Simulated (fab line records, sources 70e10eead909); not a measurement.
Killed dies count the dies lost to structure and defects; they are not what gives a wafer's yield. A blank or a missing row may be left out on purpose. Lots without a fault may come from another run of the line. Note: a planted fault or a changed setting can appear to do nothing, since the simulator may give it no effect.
fab line records | flow nand-harc
record lots=24 wafers=72 last-day=33
route steps=1302 shown A_STAIRCASE@886 A_SGD_CUT@910 A_SLIT@923 A_WL_FILL@958
lots that met no fault: taken from a fault-free run of the same line
start-h: hours from the record's opening day to when the first of the lot's shown wafers began | wait-h: time in hours since the lot's previous step | " unchanged from the row above | L1.1+2: one row covering several wafers at once | - no value, or no start was given | * or withheld: withheld | < > ~ a bound
route shown NAME@n: NAME is a module with steps in the file, n the number in the route of the first one | usual: mean/standard deviation taken from wafers without a fault | same: alike in all rows | chamber/n: place in a boat | sites: readings site by site | _std_site: their standard deviation | _edge_site: inner sites' mean taken away from outer sites' mean | radius-mm: how far each site lies from the wafer's centre | mask NAME#n: copy n | behind: the most recent tool/chamber to have shaped the wafer | hold: cause of the lot's hold/its duration in hours/its outcome | device: the n, p or np transistor that did not switch | end of line: tests of these same wafers at the route's end | a step with no rows: only its recipe | killed: not the wafer's yield, but the dies lost to structure and defects at the first sort | map: shows each die of a wafer: x if killed, . if not, _ if none is there
set.NAME: the setting as run; set.NAME@STEP: as run at that earlier step | model.NAME: the simulator's own value behind a step, which no gauge read
the route's steps for a sample of lots (tables are steps, rows are wafers)
services: the hour from which a tool's chamber was out of use, counted from the record's first day as start-h (under 0 if before that day), plus the number of hours and why
## steps
# step NHARC_A_STAIRCASE_CMP_472
# recipe material=SiO2
# usual motor-current-A=12.1/0.99
# columns lot.wafer tool chamber start-h wait-h motor-current-A
L075.3 cmp-02 0 446.96 0.3 12.9
L075.2 " 1 " " 11.3
L075.5 " 3 " " 12.1
L077.4 cmp-03 2 454.00 0.1 11.6
L077.1 " 3 " " 12.0
L077.3 " 0 " " 14.3
L074.1 cmp-01 1 454.61 0.2 11.5
L074.6 " 0 " " 13.8
L074.5 " 1 " " 10.8
L076.2 cmp-02 2 454.76 0.2 11.7
L076.4 " 0 " " 13.0
L076.6 " 2 " " 11.6
L078.2 cmp-01 3 473.56 0.2 10.9
L078.1 " 2 " " 11.8
L078.5 " 3 " " 10.9
L079.2 cmp-02 1 500.00 0.3 11.7
L079.1 " 2 " " 11.9
L079.5 " 3 " " 12.0
L080.3 cmp-01 2 500.13 0.2 11.8
L080.2 " 1 " " 11.5
L080.5 " 2 " " 11.5
L082.1 cmp-02 1 500.94 0.2 11.9
L082.2 " 3 " " 11.8
L082.5 " 2 " " 11.4
L081.2 cmp-03 1 502.89 0.3 13.4
L081.4 " 3 " " 12.0
L081.6 " 1 " " 13.5
L085.2 cmp-03 3 532.45 0.2 11.4
L085.4 " 1 " " 13.6
L085.6 " 3 " " 11.7
L083.4 cmp-02 1 532.59 0.1 12.0
L083.2 " 3 " " 12.2
L083.6 " 2 " " 11.9
L084.4 cmp-01 3 534.80 0.2 10.4
L084.3 " 0 " " 13.0
L084.5 " 1 " " 11.6
L086.3 cmp-01 0 560.54 0.3 12.5
L086.6 " 3 " " 11.0
L086.5 " 0 " " 13.9
L087.2 cmp-03 0 582.87 0.3 13.3
L087.3 " 1 " " 14.2
L087.4 " 2 " " 11.4
L088.1 cmp-02 3 582.91 0.3 12.3
L088.5 " 0 " " 13.2
L088.6 " 1 " " 11.5
L089.4 cmp-01 1 583.15 0.2 11.8
L089.3 " 2 " " 11.1
L089.5 " 3 " " 11.0
L090.2 cmp-01 3 586.35 0.2 11.1
L090.4 " 0 " " 13.0
L090.3 " 1 " " 11.0
L091.2 cmp-01 1 612.76 0.2 11.3
L091.4 " 2 " " 11.6
L091.6 " 1 " " 10.9
L092.1 cmp-03 0 618.65 0.2 13.4
L092.3 " 3 " " 11.5
L092.6 " 0 " " 13.8
L093.2 cmp-02 2 618.93 0.3 12.0
L093.1 " 3 " " 12.6
L093.4 " 0 " " 12.6
L094.2 cmp-03 1 634.23 0.2 13.5
L094.1 " 3 " " 12.4
L094.6 " 1 " " 14.0
L095.3 cmp-01 2 640.78 0.3 11.2
L095.4 " 3 " " 10.9
L095.6 " 1 " " 11.7
L096.4 cmp-01 0 664.97 0.2 13.3
L096.3 " 2 " " 10.8
L096.5 " 3 " " 11.3
L097.3 cmp-02 0 670.41 0.2 12.9
L097.4 " 1 " " 11.5
L097.5 " 1 " " 11.6
# step NHARC_A_SGD_CUT_STRIP_17
# recipe o2-flow-sccm=500 ar-flow-sccm=0 bias-w=0 chemistry=O2
# usual drypump-motor-current-A=5.3/0.48 oes-product-au=1.000/0.011 rf-vpp-V=57.9/0.8 showerhead-plenum-p-Torr=3.54/0.11 throttle-valve-pct=17.036/0.0089
# columns lot.wafer tool chamber start-h wait-h drypump-motor-current-A oes-product-au rf-hours-counter-h rf-vpp-V showerhead-plenum-p-Torr throttle-valve-pct
L075.2 rie-diel-10 2 - - 5.4 0.995 1 57.6 3.54 17.051
L075.3 " 3 " " 4.9 0.994 1 57.4 3.32 17.029
L075.5 " 1 " " 5.5 1.009 - 57.7 3.51 17.028
L077.4 rie-diel-09 2 - - 5.7 1.003 11 57.6 3.70 17.039
L077.1 " 0 " " 5.7 1.009 10 57.6 3.64 17.016
L077.3 " 1 " " 6.3 1.005 9 58.5 3.67 17.035
L074.1 rie-diel-08 0 - - 5.3 1.004 6 55.2 3.40 17.049
L074.5 " 2 " " 4.8 1.010 - 57.0 3.52 17.024
L074.6 " 3 " " 5.4 1.009 - 58.8 3.60 17.037
L076.4 rie-diel-08 2 - - 4.8 0.999 5 57.6 3.52 17.039
L076.2 " 0 " " 5.2 1.004 6 58.3 3.40 17.034
L076.6 " 1 " " 5.0 1.007 - 56.4 3.37 17.046
L078.2 rie-diel-09 2 - - 5.7 0.996 12 58.6 3.70 17.028
L078.1 " 1 " " 6.3 0.994 10 57.4 3.67 17.028
L078.5 " 2 " " 5.7 1.003 - 57.4 3.70 17.036
L080.3 rie-diel-08 1 - - 4.9 1.003 7 57.2 3.37 17.034
L080.2 " 2 " " 4.8 1.009 8 56.2 3.52 17.040
L080.5 " 3 " " 5.4 0.991 - 58.2 3.60 17.040
L079.1 rie-diel-10 0 - - 5.2 1.003 2 57.2 3.57 17.040
L079.2 " 1 " " 5.5 1.010 4 58.1 3.51 17.019
L079.5 " 1 " " 5.5 1.008 - 58.2 3.51 17.042
L082.1 rie-diel-10 0 - - 5.2 0.999 2 57.6 3.57 17.030
L082.2 " 1 " " 5.6 1.009 4 56.8 3.51 17.033
L082.5 " 0 " " 5.2 1.008 - 57.7 3.57 17.035
L081.2 rie-diel-08 1 - - 4.9 1.022 8 59.0 3.37 17.028
L081.4 " 1 " " 5.0 1.017 - 57.0 3.37 17.044
L081.6 " 2 " " 4.8 1.016 - 56.8 3.52 17.042
L085.2 rie-diel-08 3 - - 5.5 1.003 11 58.9 3.59 17.034
L085.6 " 1 " " 5.0 1.005 - 57.0 3.37 17.041
L085.4 " 2 " " 4.8 1.028 - 58.2 3.52 17.036
L083.4 rie-diel-09 2 - - 5.7 0.983 4 58.9 3.69 17.041
L083.2 " 1 " " 6.4 1.000 4 58.5 3.67 17.029
L083.6 " 2 " " 5.7 0.993 - 58.3 3.69 17.046
L084.3 rie-diel-09 0 - - 5.7 0.980 3 57.6 3.64 17.049
L084.4 " 1 " " 6.4 1.003 4 58.7 3.67 17.041
L084.5 " 3 " " 4.8 0.988 - 57.4 3.50 17.030
L086.3 rie-diel-08 0 - - 5.2 1.015 1 57.8 3.39 17.041
L086.5 " 2 " " 4.8 1.015 - 58.2 3.52 17.050
L086.6 " 0 " " 5.3 1.009 - 57.1 3.39 17.032
L088.1 rie-diel-10 2 - - 5.4 1.001 8 57.6 3.54 17.032
L088.5 " 0 " " 5.2 1.017 - 57.9 3.57 17.037
L088.6 " 3 " " 4.9 0.999 - 57.7 3.32 17.023
L087.3 rie-diel-09 0 - - 5.7 0.983 8 58.5 3.64 17.019
L087.2 " 2 " " 5.7 0.976 9 57.1 3.69 17.033
L087.4 " 3 " " 4.9 1.000 8 57.8 3.50 17.030
L089.3 rie-diel-09 3 - - 4.9 0.990 8 57.9 3.50 17.047
L089.4 " 0 " " 5.7 0.983 8 58.2 3.64 17.034
L089.5 " 1 " " 6.3 0.994 - 58.0 3.67 17.043
L090.2 rie-diel-09 0 - - 5.7 0.991 9 58.6 3.64 17.030
L090.3 " 1 " " 6.4 1.004 10 58.1 3.67 17.042
L090.4 " 1 " " 6.3 0.992 - 58.7 3.67 17.054
L091.2 rie-diel-08 1 - - 4.9 1.014 6 57.9 3.36 17.040
L091.4 " 3 " " 5.4 0.999 3 58.3 3.59 17.025
L091.6 " 2 " " 4.8 1.011 - 57.8 3.52 17.027
L092.3 rie-diel-09 0 - - 5.6 0.978 12 57.1 3.64 17.027
L092.1 " 2 " " 5.7 0.988 12 58.3 3.69 17.055
L092.6 " 1 " " 6.3 0.990 - 59.7 3.67 17.024
L093.4 rie-diel-10 2 - - 5.4 0.999 1 57.4 3.54 17.045
L093.2 " 3 " " 4.9 0.982 1 57.1 3.32 17.038
L093.1 " 1 " " 5.5 1.002 1 58.8 3.51 17.031
L094.1 rie-diel-08 3 - - 5.5 1.007 4 57.9 3.59 17.031
L094.2 " 1 " " 5.0 1.019 7 56.3 3.36 17.048
L094.6 " 2 " " 4.8 1.007 - 56.6 3.52 17.045
L095.4 rie-diel-09 2 - - 5.7 0.991 14 58.8 3.69 17.047
L095.3 " 3 " " 4.8 0.987 14 58.8 3.49 17.026
L095.6 " 3 " " 4.9 0.989 - 57.3 3.49 17.031
L096.4 rie-diel-09 1 - - 6.3 0.997 17 57.5 3.66 17.042
L096.3 " 2 " " 5.8 0.996 17 59.3 3.68 17.055
L096.5 " 1 " " 6.4 1.007 - 57.0 3.66 17.026
L097.3 rie-diel-08 2 - - 4.8 1.031 9 58.1 3.51 17.035
L097.4 " 3 " " 5.5 1.014 7 59.0 3.59 17.045
L097.5 " 3 " " 5.5 1.022 - 56.7 3.59 17.043
# step NHARC_A_SLIT_DEP_00
# recipe target-thk-a=62000 temp-c=400 material=aC
# usual throttle-valve-pct=35.000/0.0084
# columns lot.wafer tool chamber start-h wait-h throttle-valve-pct
L075.2 acl-dep-02 0 456.41 - 35.002
L075.3 " 0 " " 35.010
L075.5 " 0 458.30 - 34.999
L077.1 acl-dep-03 0 464.23 - 34.992
L077.3 " 0 465.48 - 35.005
L077.4 " 0 " " 34.997
L074.1 acl-dep-01 0 464.34 - 34.998
L074.5 " 0 466.88 - 35.009
L074.6 " 0 " " 34.993
L076.2 acl-dep-02 0 464.86 - 34.992
L076.4 " 0 466.13 - 34.993
L076.6 " 0 467.39 - 35.001
L078.1 acl-dep-01 0 482.99 - 34.999
L078.2 " 0 " " 34.983
L078.5 " 0 485.48 - 34.999
L079.1 acl-dep-01 0 511.61 - 34.991
L079.2 " 0 " " 35.004
L079.5 " 0 514.10 - 35.012
L082.1 acl-dep-03 0 512.78 - 34.989
L082.2 " 0 " " 34.995
L082.5 " 0 515.28 - 34.993
L080.2 acl-dep-02 0 513.64 - 35.006
L080.3 " 0 " " 35.004
L080.5 " 0 515.53 - 35.006
L081.2 acl-dep-01 0 515.97 - 34.990
L081.4 " 0 517.24 - 35.002
L081.6 " 0 518.51 - 35.000
L083.2 acl-dep-03 0 541.47 - 35.008
L083.4 " 0 542.71 - 35.003
L083.6 " 0 543.96 - 35.013
L085.2 acl-dep-02 0 541.53 - 35.005
L085.4 " 0 542.78 - 34.998
L085.6 " 0 544.02 - 35.003
L084.3 acl-dep-01 0 543.30 - 34.998
L084.4 " 0 " " 34.993
L084.5 " 0 " " 35.005
L086.3 acl-dep-02 0 571.43 - 35.000
L086.5 " 0 572.66 - 35.016
L086.6 " 0 " " 34.991
L088.1 acl-dep-01 0 592.14 - 35.003
L088.5 " 0 594.66 - 34.992
L088.6 " 0 " " 35.006
L087.2 acl-dep-02 0 592.92 - 34.992
L087.3 " 0 " " 34.999
L087.4 " 0 " " 34.999
L089.3 acl-dep-03 0 593.32 - 34.985
L089.4 " 0 " " 34.986
L089.5 " 0 " " 35.010
L090.2 acl-dep-03 0 596.47 - 34.997
L090.3 " 0 " " 34.996
L090.4 " 0 " " 34.983
L091.2 acl-dep-02 0 621.80 - 35.006
L091.4 " 0 623.03 - 35.008
L091.6 " 0 624.26 - 34.996
L092.1 acl-dep-02 0 632.01 - 34.995
L092.3 " 0 633.26 - 35.003
L092.6 " 0 635.12 - 34.999
L093.1 acl-dep-01 0 632.31 - 35.001
L093.2 " 0 " " 34.994
L093.4 " 0 634.22 - 34.991
L094.1 acl-dep-01 0 642.80 - 35.003
L094.2 " 0 " " 34.997
L094.6 " 0 645.94 - 34.998
L095.3 acl-dep-01 0 651.87 3.0 35.000
L095.4 " 0 " " 34.994
L095.6 " 0 653.76 4.8 34.995
L096.3 acl-dep-02 0 677.74 - 35.011
L096.4 " 0 " " 35.002
L096.5 " 0 " " 34.998
L097.3 acl-dep-01 0 683.59 - 35.002
L097.4 " 0 " " 34.993
L097.5 " 0 " " 34.995
# step NHARC_A_WL_FILL_ETCHBACK_05
# recipe target-depth-a=220 time-s=60 temp-c=40 chemistry=Cl2/BCl3
# usual drypump-motor-current-A=5.7/0.45 he-backside-leak-sccm=3.43/0.23 oes-product-au=1.002/0.01
# columns lot.wafer tool chamber start-h wait-h drypump-motor-current-A he-backside-leak-sccm oes-product-au rf-hours-counter-h
L075.2 rie-metal-01 1 474.29 0.2 5.5 3.66 1.005 1.1
L075.3 " 1 " " 5.5 3.67 1.018 -
L075.5 " 0 " " 4.9 3.50 1.007 -
L077.1 rie-metal-02 0 485.22 0.2 5.5 3.36 1.011 0.6
L077.4 " 0 " " 5.6 3.29 1.012 -
L077.3 " 1 " " 5.7 3.55 0.999 -
L076.2 rie-metal-03 1 485.39 0.2 5.8 3.40 0.984 2.4
L076.4 " 0 " " 6.5 3.40 0.990 -
L076.6 " 1 " " 5.8 3.29 0.990 -
L074.1 rie-metal-03 0 488.35 0.2 6.5 3.25 1.003 2.6
L074.6 " 0 " " 6.5 3.26 0.998 -
L074.5 " 1 " " 5.8 3.18 0.989 -
L078.2 rie-metal-01 0 502.12 0.2 4.8 3.65 1.005 1.7
L078.1 " 1 " " 5.5 3.56 1.023 1.7
L078.5 " 0 " " 4.9 3.54 1.001 -
L079.2 rie-metal-02 1 530.65 0.2 5.7 3.64 1.003 1.0
L079.1 " 0 " " 5.6 3.18 1.008 1.0
L079.5 " 0 " " 5.6 2.97 1.004 -
L082.1 rie-metal-03 0 530.92 0.2 6.5 3.34 1.005 0.1
L082.2 " 0 " " 6.4 3.36 1.001 -
L082.5 " 0 " " 6.4 3.33 1.015 -
L080.2 rie-metal-01 1 534.83 0.2 5.5 3.60 1.003 2.2
L080.3 " 1 " " 5.5 3.46 1.014 -
L080.5 " 0 " " 4.9 3.56 1.001 -
L081.2 rie-metal-02 1 540.92 0.3 5.7 3.68 1.012 1.3
L081.4 " 1 " " 5.7 3.63 1.011 -
L081.6 " 0 " " 5.6 3.22 1.021 -
L083.2 rie-metal-02 1 560.22 0.2 5.7 3.39 1.015 1.5
L083.4 " 0 " " 5.5 3.10 1.006 -
L083.6 " 0 " " 5.6 3.17 1.014 -
L085.2 rie-metal-03 0 563.85 0.2 6.5 3.28 1.002 1.0
L085.4 " 0 " " 6.5 3.32 0.993 -
L085.6 " 1 " " 5.8 3.27 0.983 -
L084.4 rie-metal-02 1 563.94 0.1 5.7 3.43 1.013 -
L084.3 " 0 " " 5.5 3.09 1.009 -
L084.5 " 1 " " 5.7 3.42 1.010 -
L086.3 rie-metal-02 1 590.18 0.1 5.7 3.42 1.000 -
L086.5 " 0 " " 5.5 3.00 1.004 -
L086.6 " 1 " " 5.7 3.69 0.998 -
L088.1 rie-metal-01 1 611.24 0.2 5.5 3.52 0.989 0.4
L088.6 " 0 " " 4.8 3.54 0.990 -
L088.5 " 1 " " 5.5 3.55 0.994 -
L089.4 rie-metal-02 1 611.30 0.1 5.7 4.87 1.017 -
L089.3 " 0 " " 5.5 3.53 0.999 -
L089.5 " 1 " " 5.7 3.79 1.010 -
L087.2 rie-metal-03 0 615.06 0.2 6.5 3.39 0.996 1.6
L087.4 " 1 " " 5.8 3.23 0.980 -
L087.3 " 0 " " 6.5 3.28 0.998 -
L090.2 rie-metal-03 1 621.00 0.2 5.8 3.25 0.989 1.2
L090.3 " 1 " " 5.8 3.27 0.988 -
L090.4 " 0 " " 6.4 3.31 0.987 -
L091.2 rie-metal-02 1 649.09 0.2 5.7 3.79 1.012 0.1
L091.4 " 1 " " 5.7 3.51 1.010 -
L091.6 " 1 " " 5.7 3.54 1.001 -
L092.1 rie-metal-03 1 650.96 0.2 5.8 3.35 0.987 1.7
L092.3 " 0 " " 6.5 3.42 0.998 -
L092.6 " 0 " " 6.5 3.35 1.003 -
L093.2 rie-metal-01 1 653.85 0.2 5.5 3.47 1.004 1.2
L093.1 " 0 " " 4.8 3.70 1.001 1.2
L093.4 " 1 " " 5.5 3.51 1.001 -
L094.2 rie-metal-02 0 663.50 0.2 5.6 3.10 1.010 0.6
L094.1 " 1 " " 5.7 3.27 1.012 0.6
L094.6 " 0 " " 5.5 3.08 1.005 -
L095.4 rie-metal-01 1 672.55 0.2 5.5 3.62 0.996 -
L095.3 " 0 " " 4.8 3.67 0.989 -
L095.6 " 1 " " 5.5 3.48 1.001 -
L096.3 rie-metal-02 0 695.62 0.2 5.5 3.28 1.007 -
L096.4 " 1 " " 5.7 3.55 1.008 -
L096.5 " 0 " " 5.5 3.31 1.000 -
L097.3 rie-metal-02 1 703.78 0.1 5.7 3.69 1.000 -
L097.4 " 0 " " 5.5 3.21 1.001 -
L097.5 " 0 " " 5.5 3.12 0.995 -
# step NHARC_A_WL_FILL_STRIP_29
# recipe time-s=20 o2-flow-sccm=500 ar-flow-sccm=0 bias-w=0 chemistry=O2
# usual drypump-motor-current-A=5.94/0.25 oes-product-au=1.003/0.0084 rf-vpp-V=57.8/0.88 showerhead-plenum-p-Torr=3.56/0.087 throttle-valve-pct=17.036/0.0097
# columns lot.wafer tool chamber start-h wait-h drypump-motor-current-A oes-product-au rf-hours-counter-h rf-vpp-V showerhead-plenum-p-Torr throttle-valve-pct
L075.2 rie-diel-05 0 485.33 0.1 6.28 1.007 3.4 56.9 3.43 17.041
L075.3 " 2 " " 6.30 0.994 4.4 58.2 3.44 17.040
L075.5 " 1 " " 5.98 0.994 - 57.2 3.60 17.029
L077.1 rie-diel-04 0 496.49 0.1 6.12 1.009 3.3 57.2 3.52 17.033
L077.4 " 1 " " 5.90 1.005 3.1 55.8 3.41 17.018
L077.3 " 2 " " 6.01 0.987 3.3 58.7 3.65 17.040
L076.2 rie-diel-05 0 496.50 0.1 6.30 1.001 3.5 57.3 3.43 17.028
L076.4 " 3 " " 5.58 1.009 4.2 58.8 3.61 17.037
L076.6 " 0 " " 6.28 1.012 - 58.8 3.43 17.048
L074.1 rie-diel-01 1 496.54 0.1 5.57 1.006 3.0 58.4 3.61 17.012
L074.6 " 0 " " 6.03 1.014 - 57.5 3.69 17.045
L074.5 " 1 " " 5.58 1.002 - 58.0 3.61 17.044
L078.2 rie-diel-01 1 512.39 0.6 5.64 0.995 3.8 58.9 3.61 17.038
L078.1 " 2 " " 6.11 1.002 4.1 57.6 3.59 17.036
L078.5 " 0 " " 6.03 1.004 - 55.4 3.69 17.042
L082.1 rie-diel-05 1 540.89 0.1 5.97 1.007 6.6 57.5 3.60 17.061
L082.2 " 0 " " 6.27 1.007 6.4 57.8 3.43 17.034
L082.5 " 1 " " 5.98 0.992 - 58.9 3.60 17.031
L079.2 rie-diel-05 2 540.93 0.1 6.32 0.990 7.5 57.5 3.44 17.034
L079.1 " 3 " " 5.59 1.008 7.4 57.0 3.61 17.023
L079.5 " 2 " " 6.32 0.992 - 57.5 3.44 17.040
L080.2 rie-diel-04 2 547.12 0.1 5.99 1.010 0.1 57.3 3.65 17.025
L080.3 " 1 " " 5.91 1.006 0.1 56.4 3.41 17.041
L080.5 " 2 " " 6.00 1.004 - 58.8 3.65 17.016
L081.4 rie-diel-01 2 551.41 0.1 6.09 1.007 5.0 58.6 3.59 17.036
L081.2 " 3 " " 5.45 1.011 5.5 57.5 3.58 17.042
L081.6 " 1 " " 5.60 1.002 - 59.0 3.61 17.048
L083.4 rie-diel-04 2 570.45 0.1 6.01 1.006 0.8 59.4 3.65 17.031
L083.2 " 0 " " 6.12 1.001 0.2 56.9 3.52 17.039
L083.6 " 2 " " 6.01 1.013 - 58.4 3.65 17.034
L084.4 rie-diel-04 3 576.55 0.1 5.72 0.998 0.8 58.8 3.56 17.029
L084.3 " 0 " " 6.10 1.000 0.2 56.7 3.52 17.025
L084.5 " 2 " " 6.03 1.021 - 59.1 3.65 17.038
L085.4 rie-diel-04 0 579.54 0.1 6.08 1.008 0.2 58.4 3.52 17.028
L085.2 " 3 " " 5.71 1.006 0.8 57.6 3.56 17.025
L085.6 " 0 " " 6.09 1.014 - 57.8 3.52 17.043
L086.3 rie-diel-04 2 600.64 0.1 5.99 1.013 1.8 57.7 3.65 17.028
L086.5 " 0 " " 6.08 0.998 - 58.5 3.52 17.038
L086.6 " 1 " " 5.94 1.011 - 57.5 3.41 17.047
L088.1 rie-diel-01 3 621.01 0.1 5.45 1.005 0.8 58.0 3.58 17.043
L088.5 " 1 " " 5.56 0.998 - 58.8 3.61 17.052
L088.6 " 2 " " 6.11 1.006 - 56.8 3.59 17.030
L089.3 rie-diel-05 0 623.06 0.1 6.30 1.001 2.0 55.8 3.43 17.036
L089.4 " 0 " " 6.31 1.004 - 58.5 3.43 17.057
L089.5 " 2 " " 6.30 0.986 - 56.5 3.44 17.045
L087.4 rie-diel-04 0 628.70 0.1 6.09 1.013 1.8 57.2 3.52 17.038
L087.3 " 1 " " 5.99 1.010 3.0 58.6 3.41 17.045
L087.2 " 2 " " 6.01 1.003 2.9 58.7 3.65 17.015
L090.2 rie-diel-01 1 630.71 0.1 5.61 1.006 1.4 57.0 3.61 17.042
L090.3 " 2 " " 6.11 1.003 1.4 57.9 3.59 17.038
L090.4 " 0 " " 6.04 1.001 1.5 58.2 3.69 17.028
L091.2 rie-diel-01 3 659.23 0.1 5.46 0.985 2.5 59.2 3.58 17.029
L091.4 " 0 " " 6.07 1.014 2.6 60.2 3.69 17.035
L091.6 " 0 " " 6.04 1.014 - 57.9 3.69 17.056
L092.1 rie-diel-04 2 659.24 0.1 6.01 1.001 3.3 58.8 3.65 17.031
L092.3 " 3 " " 5.68 1.000 2.8 58.0 3.56 17.032
L092.6 " 0 " " 6.08 1.004 - 58.5 3.52 17.044
L093.1 rie-diel-01 2 664.13 0.1 6.08 0.988 2.5 57.8 3.59 17.053
L093.2 " 0 " " 6.01 1.001 2.6 56.6 3.69 17.037
L093.4 " 1 " " 5.61 0.989 2.5 58.0 3.61 17.017
L094.2 rie-diel-05 1 677.16 0.1 5.97 1.013 4.9 58.0 3.60 17.028
L094.1 " 3 " " 5.56 1.016 3.8 57.5 3.61 17.033
L094.6 " 0 " " 6.29 1.007 - 57.9 3.43 17.021
L095.3 rie-diel-04 2 682.55 0.1 6.04 1.011 4.4 58.5 3.65 17.045
L095.4 " 1 " " 5.95 0.999 4.3 57.1 3.41 17.035
L095.6 " 2 " " 6.02 1.015 - 58.3 3.65 17.033
L096.4 rie-diel-04 1 705.87 0.1 5.92 0.997 4.8 56.3 3.41 17.048
L096.3 " 0 " " 6.12 0.995 3.8 58.4 3.52 17.024
L096.5 " 1 " " 5.93 1.009 - 57.4 3.41 17.030
L097.4 rie-diel-01 1 714.89 0.1 5.59 1.013 3.6 56.9 3.61 17.026
L097.3 " 0 " " 6.04 1.011 3.8 56.9 3.69 17.034
L097.5 " 1 " " 5.58 1.006 - 57.7 3.61 17.038
# step NHARC_A_WL_FILL_CVD_20
# recipe target-thk-a=1000 temp-c=400 pressure-torr=40 wf6-flow-sccm=40 h2-flow-sccm=1600 ar-flow-sccm=1560 time-s=74 material=W
# usual heater-power-w=897/52 throttle-valve-pct=8.1/0.43
# columns lot.wafer tool chamber start-h wait-h heater-power-w throttle-valve-pct
L075.2 cvd-w-01 1 - - 876 8.4
L075.3 " 1 " " 851 8.3
L075.5 " 0 " " 906 8.1
L074.1 cvd-w-02 0 - - 943 8.9
L074.5 " 1 " " 850 7.6
L074.6 " 0 " " 928 8.6
L076.2 cvd-w-01 1 - - 839 8.4
L076.4 " 1 " " 863 8.2
L076.6 " 0 " " 915 7.9
L077.1 cvd-w-02 1 - - 871 7.6
L077.4 " 1 " " 878 7.3
L077.3 " 0 " " 945 8.6
L078.1 cvd-w-01 0 - - 929 7.8
L078.2 " 1 " " 863 8.5
L078.5 " 0 " " 935 7.7
L079.2 cvd-w-01 0 - - 927 8.0
L079.1 " 1 " " 868 8.3
L079.5 " 1 " " 843 8.5
L082.2 cvd-w-02 1 - - 846 7.7
L082.1 " 0 " " 926 8.4
L082.5 " 1 " " 855 7.6
L080.2 cvd-w-02 1 - - 842 7.7
L080.3 " 1 " " 863 7.6
L080.5 " 1 " " 837 7.8
L081.2 cvd-w-02 0 - - 929 8.9
L081.4 " 1 " " 857 7.4
L081.6 " 1 " " 870 7.6
L083.2 cvd-w-02 1 - - 874 7.6
L083.4 " 0 " " 958 8.4
L083.6 " 1 " " 865 7.7
L084.3 cvd-w-01 1 - - 844 8.2
L084.4 " 0 " " 995 7.5
L084.5 " 1 " " 821 8.5
L085.2 cvd-w-02 1 - - 867 7.5
L085.4 " 0 " " 928 8.7
L085.6 " 0 " " 930 8.7
L086.3 cvd-w-02 0 - - 925 9.0
L086.5 " 0 " " 942 8.9
L086.6 " 0 " " 948 8.7
L088.1 cvd-w-01 1 - - 826 8.1
L088.6 " 0 " " 972 7.8
L088.5 " 1 " " 854 8.1
L089.4 cvd-w-02 1 - - 861 7.7
L089.3 " 0 " " 938 9.0
L089.5 " 1 " " 892 7.5
L087.2 cvd-w-01 1 - - 816 8.2
L087.3 " 0 " " 962 7.7
L087.4 " 1 " " 871 8.2
L090.2 cvd-w-01 1 - - 822 8.1
L090.3 " 1 " " 849 8.5
L090.4 " 0 " " 992 7.8
L091.2 cvd-w-02 1 - - 832 7.7
L091.4 " 1 " " 835 7.7
L091.6 " 1 " " 832 7.8
L092.1 cvd-w-01 1 - - 824 8.4
L092.3 " 1 " " 837 8.0
L092.6 " 1 " " 835 8.1
L093.1 cvd-w-02 1 - - 845 8.0
L093.2 " 0 " " 942 8.7
L093.4 " 1 " " 795 7.8
L094.1 cvd-w-02 0 - - 907 8.6
L094.2 " 1 " " 842 8.0
L094.6 " 1 " " 824 7.9
L095.4 cvd-w-02 1 - - 852 7.8
L095.3 " 0 " " 935 8.8
L095.6 " 1 " " 856 7.8
L096.4 cvd-w-01 0 - - 951 7.7
L096.3 " 1 " " 826 8.3
L096.5 " 1 " " 830 8.7
L097.4 cvd-w-01 0 - - 983 8.2
L097.3 " 1 " " 847 8.3
L097.5 " 1 " " 824 8.2
## services
# columns tool chamber start-h hours kind
cvd-w-02 - 450.18 13.0 pm
rie-metal-02 - 454.00 9.0 pm
cmp-01 - 461.08 1.1 repair
rie-diel-09 0 464.21 18.7 repair
cmp-01 - 494.98 4.0 pm
rie-diel-09 - 497.10 9.0 pm
rie-diel-04 - 531.91 9.0 pm
cmp-01 - 537.92 3.0 repair
cvd-w-01 - 547.00 13.0 pm
acl-dep-01 - 552.66 13.0 pm
rie-diel-04 0 553.78 13.7 repair
rie-diel-09 2 586.34 4.2 repair
cvd-w-02 1 591.72 14.7 repair
cmp-01 - 593.07 4.0 pm
cmp-01 - 613.39 1.5 repair
rie-diel-04 - 613.56 0.2 repair
rie-metal-02 - 631.00 9.0 pm
cvd-w-02 - 631.18 13.0 pm
cmp-01 - 637.12 2.2 repair
rie-diel-09 - 655.52 0.5 repair
rie-diel-04 - 660.59 2.2 repair
rie-diel-09 - 674.10 9.0 pm
cmp-01 - 691.15 4.0 pm
rie-diel-04 - 708.91 9.0 pm
## key
fault none
